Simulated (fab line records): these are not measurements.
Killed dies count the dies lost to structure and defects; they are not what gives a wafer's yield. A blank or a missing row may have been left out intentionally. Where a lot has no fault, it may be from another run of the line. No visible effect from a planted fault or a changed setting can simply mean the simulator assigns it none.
fab line records    flow n5Finfet
record: lots: 4  wafers: 12  lastDay: 16
route steps=1938 shown BEOL_M3@947 BEOL_M4@1111
lots that met no fault: from a run of the same line without faults
startH: start of the lot's first displayed wafer, in hours after the record's first day    waitH: how many hours have passed since the lot's step before this one    " identical to the entry in the row above    L1.1+2: one row covering several wafers at once    - value missing, or start not given    * or withheld: withheld    < > ~ a bound
route shown NAME@n: a module of which the file shows steps, and the number in the route of the first    usual: average and standard deviation across the fault-free wafers    same: alike in all rows    chamber/n: place in a boat    sites: the reading at each site    _std_site: standard deviation across them    _edge_site: outer sites' mean less inner sites'    radiusMm: how far each site lies from the wafer's centre    mask NAME#n: copy n    behind: tool/chamber where the wafer was last shaped    hold: reason for holding the lot/hours on hold/outcome of the hold    device: the n, p or np transistor that did not switch    end of line: tests run on the same wafers once the route is complete    for a step that has no rows: nothing shown but its recipe    killed: dies lost to structure and defects at the first sort, not the wafer's yield    map: shows each die of a wafer: x if killed, . if not, _ if none is there
set.NAME: the setting that was run; set.NAME@STEP: the one run at that earlier step    model.NAME: the simulator's own value behind a step, which no gauge read
lots at selected steps of the route; one table per step, one row per wafer
services: the hour from which a tool's chamber was out of use, counted from the record's first day as startH (under 0 if before that day), plus the number of hours and why
== steps ==
step: N5_BEOL_M3_DESCUM_16
recipe: chemistry: O2  timeS: 7  sourcePowerW: 50  biasPowerW: 20  pressureMtorr: 20  rfFrequencyHz: 2.712e+07  tempC: 40  resist: CAR-EUV  o2FlowSccm: 225
step: N5_BEOL_M3_ETCH_74
recipe: chemistry: N2/H2  target: underlayer  targetDepthA: 65  maskMaterial: CAR-EUV  timeS: 5.2  ionEnergyEv: 200  pressureMtorr: 30  sourceW: 840  biasW: 150  n2FlowSccm: 200  h2FlowSccm: 200  ends: cleared
step: N5_BEOL_M3_ETCH_63
recipe: chemistry: CF4  target: SiARC  targetDepthA: 156  maskMaterial: CAR-EUV  timeS: 26  ionEnergyEv: 80  pressureMtorr: 40  sourceW: 545  biasW: 36  Ar_flow_sccm: 100  cf4FlowSccm: 100  ends: cleared
step: N5_BEOL_M3_ETCH_64
recipe: chemistry: N2/H2  target: SOC  targetDepthA: 750  overetchA: 150  maskMaterial: SiARC  tempC: 40  timeS: 112.5  ionEnergyEv: 200  pressureMtorr: 30  sourceW: 840  biasW: 150  n2FlowSccm: 200  h2FlowSccm: 200
step: N5_BEOL_M3_STRIP_65
recipe: chemistry: N2/H2  tempC: 40  n2FlowSccm: 200  h2FlowSccm: 200  rfFrequencyHz: 6e+07
step: N5_BEOL_M3_STRIP_75
recipe: chemistry: N2/H2  tempC: 40  n2FlowSccm: 200  h2FlowSccm: 200  rfFrequencyHz: 6e+07
step: N5_BEOL_M3_STRIP_66
recipe: chemistry: CF4  resist: SiARC  powerW: 300  biasPowerW: 75  pressureMtorr: 50  cf4FlowSccm: 150  rfFrequencyHz: 6e+07
step: N5_BEOL_M3_HM_OPEN_17
recipe: chemistry: Cl2/BCl3  targetDepthA: 200  overetchA: 60  target: TiN  maskMaterial: SOC  ionEnergyEv: 150  pressureMtorr: 10  icpW: 1000  biasW: 126  Cl2_flow_sccm: 53.25  bcl3FlowSccm: 21.75  Ar_flow_sccm: 25
step: N5_BEOL_M3_STRIP_19
recipe: chemistry: O2  powerW: 400  tempC: 40  pressureMtorr: 30  rfFrequencyHz: 6e+07  biasPowerW: 0  overashFraction: 0.2  o2FlowSccm: 225
step: N5_BEOL_M3_COAT_67
recipe: resist: SOC  tempC: 250  timeS: 60  spinRpm: 1500  resistThkNm: 60
step: N5_BEOL_M3_COAT_68
recipe: resist: SiARC  tempC: 220  timeS: 60  spinRpm: 1500  resistThkNm: 12
usual: heaterPowerTotalW: 427.5/2.1  spinSpeedRpm: 1500.1/0.9
lot.wafer  tool           chamber  startH  waitH  heaterPowerTotalW  spinSpeedRpm  model.SiARC_of_BEOL_M3_COAT_68.thkNm
L494.1     lithoTrack-05  0        152.89  -      430.2              1501.9        12
L494.2     "              0        "       "      424.9              1500.1        12
L494.4     "              0        "       "      429.0              1501.7        12
L495.1     lithoTrack-05  0        164.51  -      427.4              1821.0        10.8
L495.5     "              0        "       "      427.5              1819.8        10.8
L495.6     "              0        "       "      427.3              1820.3        10.8
L496.1     lithoTrack-05  0        170.75  -      425.5              1819.1        10.8
L496.5     "              0        "       "      425.1              1820.5        10.8
L496.6     "              0        "       "      430.4              1819.6        10.8
L509.1     lithoTrack-04  0        249.19  -      430.2              1499.9        12
L509.3     "              0        "       "      428.6              1502.2        12
L509.5     "              0        "       "      424.5              1499.7        12
step: N5_BEOL_M3_COAT_76
recipe: resist: underlayer  tempC: 205  timeS: 60  spinRpm: 1500  resistThkNm: 5
step: N5_BEOL_M3_COAT_22
recipe: resist: CAR-EUV  spinRpm: 1500  resistThkNm: 30
step: N5_BEOL_M3_EBR_24
recipe: solvent: PGMEA  ebrWidthMm: 1.5
step: N5_BEOL_M3_SOFTBAKE_23
recipe: tempC: 110  timeS: 60  resist: CAR-EUV
step: N5_BEOL_M3_EXPOSE_25
recipe: maskId: V2  na: 0.33  sourceShape: quasar  sigmaInner: 0.2  sigmaOuter: 0.8  polarization: unpolarized  defocusNm: 5  doseMj: 63
step: N5_BEOL_M3_PEB_26
recipe: pebTempC: 100  pebTimeS: 60  resist: CAR-EUV
step: N5_BEOL_M3_DEVELOP_27
recipe: developTimeS: 30  developer: TMAH  resist: CAR-EUV  rinseLiquid: surfactantRinse  dry: airSpin  devTempC: 23
step: N5_BEOL_M3_DESCUM_33
recipe: chemistry: O2  timeS: 7  sourcePowerW: 50  biasPowerW: 20  pressureMtorr: 20  rfFrequencyHz: 2.712e+07  tempC: 40  resist: CAR-EUV  o2FlowSccm: 225
step: N5_BEOL_M3_ETCH_77
recipe: chemistry: N2/H2  target: underlayer  targetDepthA: 65  maskMaterial: CAR-EUV  timeS: 5.2  ionEnergyEv: 200  pressureMtorr: 30  sourceW: 840  biasW: 150  n2FlowSccm: 200  h2FlowSccm: 200  ends: cleared
step: N5_BEOL_M3_ETCH_69
recipe: chemistry: CF4  target: SiARC  targetDepthA: 156  maskMaterial: CAR-EUV  timeS: 26  ionEnergyEv: 80  pressureMtorr: 40  sourceW: 545  biasW: 36  Ar_flow_sccm: 100  cf4FlowSccm: 100  ends: cleared
usual: biasW: 36.00/0.12  drypumpMotorCurrentA: 5.9/0.48  etchRfOnTimeS: 26.3/0.88  oesProductAu: 0.69/0.084  rfVppV: 184.2/1.1  showerheadPlenumPTorr: 2.15/0.058  throttleValvePct: 15.56/0.27
lot.wafer  tool        chamber  startH  waitH  biasW  drypumpMotorCurrentA  etchRfOnTimeS  oesProductAu  rfHoursCounterH  rfVppV  showerheadPlenumPTorr  throttleValvePct  model.etch.depthNm
L494.1     rieDiel-06  2        153.47  0.0    36.00  5.4                   27.9           0.64          153              183.9   2.15                   15.98             12.02
L494.2     "           1        "       "      36.03  5.5                   24.6           0.88          1                183.4   2.11                   15.33             12
L494.4     "           3        "       "      36.10  5.4                   26.6           0.76          27               184.2   2.26                   15.28             12.05
L495.1     rieDiel-06  0        165.09  0.0    36.14  6.0                   22.8           0.72          76               185.5   2.18                   15.78             10.82
L495.5     "           3        "       "      36.04  5.4                   24.2           0.75          -                185.2   2.26                   15.28             10.86
L495.6     "           2        "       "      35.92  5.4                   25.6           0.63          -                183.6   2.15                   15.98             10.85
L496.1     rieDiel-06  3        171.20  0.0    36.01  5.4                   24.2           0.75          33               185.3   2.26                   15.28             10.88
L496.5     "           0        "       "      36.02  6.0                   22.9           0.72          -                184.7   2.18                   15.78             10.87
L496.6     "           3        "       "      36.23  5.4                   24.1           0.75          -                186.6   2.26                   15.29             10.9
L509.1     rieDiel-03  3        249.77  0.0    36.03  5.7                   27.8           0.56          237              182.6   2.20                   15.91             12.01
L509.3     "           1        "       "      35.92  5.7                   25.9           0.62          196              183.7   2.06                   16.04             12.02
L509.5     "           3        "       "      35.83  5.7                   27.8           0.56          -                185.3   2.20                   15.90             12.02
step: N5_BEOL_M3_ALD_98
recipe: material: SiO2  targetThkA: 25  tempC: 100  aldPrecursorFamily: BDEAS  aldCoReactant: O2-plasma  pulseTimeS: 1  coReactantPulseTimeS: 1  purgeTimeS: 2  coReactantPurgeTimeS: 2  aldCycles: 17  pressureTorr: 2
step: N5_BEOL_M3_ETCHBACK_99
recipe: chemistry: CHF3  target: SiO2  targetDepthA: 50  timeS: 10.4  sourceW: 215  biasW: 47  Ar_flow_sccm: 200  CHF3_flow_sccm: 12  ionEnergyEv: 100  pressureMtorr: 30
step: N5_BEOL_M3_ETCH_70
recipe: chemistry: N2/H2  target: SOC  targetDepthA: 800  overetchA: 160  maskMaterial: SiARC  tempC: 40  timeS: 120  ionEnergyEv: 200  pressureMtorr: 30  sourceW: 840  biasW: 150  n2FlowSccm: 200  h2FlowSccm: 200
usual: biasW: 150.0/0.48  drypumpMotorCurrentA: 5.9/0.46  oesProductAu: 0.62/0.069  rfVppV: 524.0/2.1  showerheadPlenumPTorr: 2.55/0.072  tempC: 39.99/0.11  throttleValvePct: 17.7/0.33
lot.wafer  tool        chamber  startH  waitH  biasW  drypumpMotorCurrentA  oesProductAu  rfHoursCounterH  rfVppV  showerheadPlenumPTorr  tempC  throttleValvePct  model.SiARC_of_BEOL_M3_COAT_68.thkNm
L494.1     rieDiel-06  2        154.20  0.0    150.5  5.4                   0.59          153              524.8   2.56                   39.94  18.2              6.6
L494.2     "           0        "       "      150.5  6.1                   0.63          72               525.4   2.59                   39.93  18.0              6.2
L494.4     "           3        "       "      150.6  5.4                   0.68          28               528.5   2.69                   39.86  17.4              6.6
L495.1     rieDiel-02  3        165.47  0.0    150.3  5.3                   0.65          46               522.6   2.48                   39.93  17.5              5.4
L495.5     "           3        "       "      150.1  5.3                   0.66          -                522.9   2.48                   39.90  17.5              5.4
L495.6     "           0        "       "      149.8  6.3                   0.54          -                525.2   2.60                   39.75  17.4              5.4
L496.1     rieDiel-06  0        173.11  0.0    149.8  6.1                   0.63          78               523.7   2.59                   39.94  18.0              5.2
L496.5     "           0        "       "      149.3  6.1                   0.63          -                526.9   2.59                   40.16  18.0              5.2
L496.6     "           1        "       "      150.2  5.5                   0.72          -                521.8   2.51                   39.96  17.7              5
L509.1     rieDiel-06  3        250.79  0.0    150.1  5.4                   0.65          56               527.7   2.68                   40.08  17.4              6.6
L509.3     "           1        "       "      150.0  5.5                   0.68          30               521.5   2.50                   39.96  17.7              6
L509.5     "           3        "       "      149.9  5.4                   0.66          -                526.8   2.68                   40.03  17.4              6.6
step: N5_BEOL_M3_STRIP_71
recipe: chemistry: N2/H2  tempC: 40  n2FlowSccm: 200  h2FlowSccm: 200  rfFrequencyHz: 6e+07
step: N5_BEOL_M4_RC_MEAS_101
usual: DIBL_N: 36.1/2  DIBL_P: 36.3/2.4  IOFF_N: 0.15/0.035  IOFF_P: 0.21/0.039  ION_N: 672/15  ION_P: 463/9.7  SS_N: 71.5/0.7  SS_P: 73.2/0.75  VT_N: 251/3.6  VT_P: -250/3.8
lot.wafer  tool       chamber  startH  waitH  DIBL_N[mV/V]  DIBL_P[mV/V]  IOFF_N[nA/um]  IOFF_P[nA/um]  ION_N[uA/um]  ION_P[uA/um]  SS_N[mV/dec]  SS_P[mV/dec]  VT_N[mV]  VT_P[mV]
L494.1     prober-01  0        176.20  0.0    35.5          36.0          0.14           0.22           659           460           71.7          73.3          250       -245
L494.2     "          0        "       "      32.9          33.8          0.11           0.19           667           471           70.3          72.6          255       -250
L494.4     "          0        "       "      36.2          37.9          0.18           0.25           696           482           71.8          73.1          245       -245
L495.1     prober-02  0        191.87  0.0    35.9          38.5          0.14           0.18           668           455           71.6          73.0          250       -256
L495.5     "          0        "       "      34.9          37.1          0.12           0.16           656           446           70.9          73.8          254       -259
L495.6     "          0        "       "      34.2          35.8          0.11           0.14           664           453           71.4          73.5          254       -258
L496.1     prober-01  0        195.89  0.0    32.8          34.1          0.11           0.17           658           454           70.9          72.7          254       -253
L496.5     "          0        "       "      36.6          38.6          0.17           0.23           672           458           71.7          73.2          248       -250
L496.6     "          0        "       "      34.1          34.9          0.11           0.17           646           450           70.0          73.2          255       -254
L509.1     prober-02  0        279.18  0.0    32.7          31.9          0.09           0.16           658           466           70.7          71.7          255       -251
L509.3     "          0        "       "      36.9          36.4          0.15           0.22           658           455           71.9          72.9          254       -249
L509.5     "          0        "       "      36.4          36.5          0.15           0.23           686           476           71.2          73.0          251       -248
== services ==
tool           chamber  startH  hours  kind
rieDiel-06     1        129.08  -      clean
rieDiel-06     1        129.08  -      consumableReplace:focusRing
rieDiel-06     1        129.08  22.8   scheduledDown
rieDiel-06     1        129.08  22.8   ventCycle
rieDiel-03     2        135.89  -      clean
rieDiel-03     2        135.89  -      consumableReplace:focusRing
rieDiel-03     2        135.89  17.7   scheduledDown
rieDiel-03     2        135.89  17.7   ventCycle
rieDiel-02     -        142.37  0.3    repair
rieDiel-03     0        154.19  -      clean
rieDiel-03     0        154.19  -      consumableReplace:focusRing
rieDiel-03     0        154.19  17.6   scheduledDown
rieDiel-03     0        154.19  17.6   ventCycle
lithoTrack-05  -        154.40  -      consumableReplace:filter
rieDiel-02     2        172.46  -      clean
rieDiel-02     2        172.46  -      consumableReplace:focusRing
rieDiel-02     2        172.46  20.7   scheduledDown
rieDiel-02     2        172.46  20.7   ventCycle
== key ==
firstSign: step: N5_BEOL_M3_COAT_68  reading: spinSpeedRpm  direction: up  sigmas: 99+  usual: *  struck: *
effect: step: N5_BEOL_M3_ETCH_69  reading: etchRfOnTimeS  direction: down  sigmas: 2.7  usual: *  struck: *
modelEffect: step: N5_BEOL_M3_COAT_68  value: SiARC_of_BEOL_M3_COAT_68.thkNm  without: 12  struck: 10.8
modelEffect: step: N5_BEOL_M3_ETCH_69  value: etch.depthNm  without: 11.96  struck: 10.86
modelEffect: step: N5_BEOL_M3_ETCH_70  value: SiARC_of_BEOL_M3_COAT_68.thkNm  without: 6.3  struck: 5.267
metAt N5_BEOL_M3_COAT_68
struckWafers L495.1,L495.5,L495.6,L496.1,L496.5,L496.6
onsetBetween 152.89 164.51
fault: kind: processParameterDrift  tool: lithoTrack-05  chamber: -  onsetH: 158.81  steps: N5_BEOL_M3_COAT_68  channel: spinRpm  offset: *  shape: step  endH: 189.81  actsIn: *  stated: *
